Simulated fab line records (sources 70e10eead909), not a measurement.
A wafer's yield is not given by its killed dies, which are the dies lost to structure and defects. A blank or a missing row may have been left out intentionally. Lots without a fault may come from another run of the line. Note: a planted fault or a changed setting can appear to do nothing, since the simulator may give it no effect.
Which of the tools did it? + flow nand-harc + 14 lots with 42 wafers sampled at 4 steps, on a route of 1302 steps

## WHAT EACH GAUGE READ, for each wafer
NHARC_P_M0_THK_MEAS_24: measures by xrf. Usual: 117.9 nm for thk-nm, sd 1.6.
| lot  | measured     | on            | thk-nm (nm)       | flag |
|------|--------------|---------------|-------------------|------|
| L623 | day 6 06:41  | film-metro-02 | 118.3 118.0 117.5 |      |
| L625 | day 6 19:17  | film-metro-02 | 117.2 116.8 118.0 |      |
| L626 | day 7 08:15  | film-metro-01 | 116.8 117.5 118.1 |      |
| L628 | day 8 04:58  | film-metro-01 | 117.1 116.3 117.1 |      |
| L634 | day 10 14:53 | film-metro-02 | 119.4 119.4 117.4 |      |
| L635 | day 11 02:16 | film-metro-02 | 118.4 120.0 121.3 |      |
| L636 | day 11 13:26 | film-metro-02 | 119.2 119.5 117.5 |      |
| L637 | day 12 07:43 | film-metro-02 | 118.5 116.8 118.3 |      |
| L638 | day 12 08:23 | film-metro-02 | 115.1 117.6 116.3 |      |
| L639 | day 13 01:35 | film-metro-01 | 116.3 114.3 113.8 |      |
| L640 | day 13 10:50 | film-metro-01 | 117.4 116.6 117.9 |      |
| L643 | day 14 13:04 | film-metro-01 | 118.1 117.2 120.0 |      |
| L645 | day 16 00:19 | film-metro-02 | 121.0 119.8 119.0 |      |
| L646 | day 16 01:28 | film-metro-01 | 116.7 115.7 117.2 |      |

NHARC_P_M1_INSPECT_27. Usual: 337 for raw-defect-count, sd 140.
| lot  | measured     | on                | raw-defect-count | flag |
|------|--------------|-------------------|------------------|------|
| L623 | day 6 11:00  | defect-inspect-01 | 403 248 498      |      |
| L625 | day 6 23:59  | defect-inspect-01 | 179 387 238      |      |
| L626 | day 7 12:34  | defect-inspect-01 | 397 202 265      |      |
| L628 | day 8 09:26  | defect-inspect-02 | 366 230 393      |      |
| L634 | day 10 19:19 | defect-inspect-01 | 346 237 379      |      |
| L635 | day 11 06:26 | defect-inspect-02 | 657 540 328      |      |
| L636 | day 11 18:01 | defect-inspect-02 | 256 362 237      |      |
| L637 | day 12 12:02 | defect-inspect-01 | 367 283 231      |      |
| L638 | day 12 12:41 | defect-inspect-02 | 277 374 401      |      |
| L639 | day 13 05:54 | defect-inspect-02 | 611 312 278      |      |
| L640 | day 13 15:13 | defect-inspect-01 | 250 422 299      |      |
| L643 | day 14 17:20 | defect-inspect-02 | 411 370 267      |      |
| L645 | day 16 06:00 | defect-inspect-02 | 344 257 380      |      |
| L646 | day 16 05:47 | defect-inspect-01 | 183 241 334      |      |

## EACH LOT AND THE TOOL THAT RAN IT (in order: tool; ch and the chambers of the sampled wafers; start)
| lot  | NHARC_P_M1_DEGAS_29          | NHARC_P_M1_PVD_20            |
|------|------------------------------|------------------------------|
| L623 | pvd-sputter-01, day 6 09:26  | pvd-sputter-01, day 6 09:32  |
| L625 | pvd-sputter-02, day 6 22:25  | pvd-sputter-02, day 6 22:31  |
| L626 | pvd-sputter-03, day 7 11:00  | pvd-sputter-03, day 7 11:07  |
| L628 | pvd-sputter-02, day 8 07:50  | pvd-sputter-02, day 8 07:59  |
| L634 | pvd-sputter-03, day 10 17:46 | pvd-sputter-03, day 10 17:54 |
| L635 | pvd-sputter-01, day 11 04:53 | pvd-sputter-01, day 11 04:59 |
| L636 | pvd-sputter-03, day 11 16:11 | pvd-sputter-03, day 11 16:20 |
| L637 | pvd-sputter-02, day 12 10:26 | pvd-sputter-02, day 12 10:34 |
| L638 | pvd-sputter-01, day 12 11:08 | pvd-sputter-01, day 12 11:15 |
| L639 | pvd-sputter-02, day 13 04:20 | pvd-sputter-02, day 13 04:29 |
| L640 | pvd-sputter-03, day 13 13:40 | pvd-sputter-03, day 13 13:47 |
| L643 | pvd-sputter-03, day 14 15:46 | pvd-sputter-03, day 14 15:53 |
| L645 | pvd-sputter-01, day 16 04:27 | pvd-sputter-01, day 16 04:33 |
| L646 | pvd-sputter-03, day 16 04:14 | pvd-sputter-03, day 16 04:22 |
- NHARC_P_M1_DEGAS_29: time 60 s.
- NHARC_P_M1_PVD_20: deposits TaN, target thk 5 nm, time 8.06 s.

## AS READ BY THE TOOLS THEMSELVES (means over the sampled wafers that have a number; for cases with no such wafer, the mark the record gives instead)
NHARC_P_M1_DEGAS_29. Usual: 319 W for heater-power-w, sd 40.
| lot  | tool           | heater-power-w (W) | flag |
|------|----------------|--------------------|------|
| L623 | pvd-sputter-01 | 288                |      |
| L625 | pvd-sputter-02 | 295                |      |
| L626 | pvd-sputter-03 | 338                |      |
| L628 | pvd-sputter-02 | 313                |      |
| L634 | pvd-sputter-03 | 353                |      |
| L635 | pvd-sputter-01 | 336                |      |
| L636 | pvd-sputter-03 | 332                |      |
| L637 | pvd-sputter-02 | 282                |      |
| L638 | pvd-sputter-01 | 347                |      |
| L639 | pvd-sputter-02 | 310                |      |
| L640 | pvd-sputter-03 | 315                |      |
| L643 | pvd-sputter-03 | 377                |      |
| L645 | pvd-sputter-01 | 345                |      |
| L646 | pvd-sputter-03 | 360                |      |

NHARC_P_M1_PVD_20. Usual: bias-v 168.8 V, standard deviation 1.5; cathode-dc-power-W 15000 W, standard deviation 2.7; throttle-valve-pct 30.5 %, standard deviation 0.79.
| lot  | tool           | bias-v (V) | cathode-dc-power-W (W) | throttle-valve-pct (%) | flag |
|------|----------------|------------|------------------------|------------------------|------|
| L623 | pvd-sputter-01 | 169.2      | 15000                  | 30.8                   |      |
| L625 | pvd-sputter-02 | 169.4      | 15001                  | 31.5                   |      |
| L626 | pvd-sputter-03 | 168.1      | 15006                  | 29.8                   |      |
| L628 | pvd-sputter-02 | 169.1      | 15000                  | 30.8                   |      |
| L634 | pvd-sputter-03 | -          | -                      | -                      | OFF  |
| L635 | pvd-sputter-01 | -          | -                      | -                      | OFF  |
| L636 | pvd-sputter-03 | 167.8      | 14999                  | 30.4                   |      |
| L637 | pvd-sputter-02 | 168.6      | 15000                  | 30.8                   |      |
| L638 | pvd-sputter-01 | 167.9      | 14997                  | 31.0                   |      |
| L639 | pvd-sputter-02 | 168.6      | 15002                  | 30.7                   |      |
| L640 | pvd-sputter-03 | 169.3      | 15001                  | 29.9                   |      |
| L643 | pvd-sputter-03 | 169.9      | 15000                  | 30.4                   |      |
| L645 | pvd-sputter-01 | 169.6      | 15001                  | 30.8                   |      |
| L646 | pvd-sputter-03 | 169.2      | 14999                  | 30.1                   |      |

## THE ANSWER, worked out from the rows above alone
Rule: a lot counts as off when the mean over its wafers that have a number is more than 3 standard deviations away from the usual mean. A lot without any number at a reading at which 4 lots or more have one is off too. The other lots that the step has rows for count as sound. First the gauges in route order, then the tools' own readings, where a lot's mean is used as printed above. At the first step where some lot is off, the reading lying furthest off is the one used; lots without a number count as furthest.
Off: L634, L635 (NHARC_P_M1_PVD_20, bias-v). Without a number there: L634, L635.
If a tool, at that step or one of the process steps before it, ran each lot that is off and ran no sound lot following the first of them, it fits. None of those tried fits.

## WHAT HAD BEEN PUT IN BY THE SIMULATOR
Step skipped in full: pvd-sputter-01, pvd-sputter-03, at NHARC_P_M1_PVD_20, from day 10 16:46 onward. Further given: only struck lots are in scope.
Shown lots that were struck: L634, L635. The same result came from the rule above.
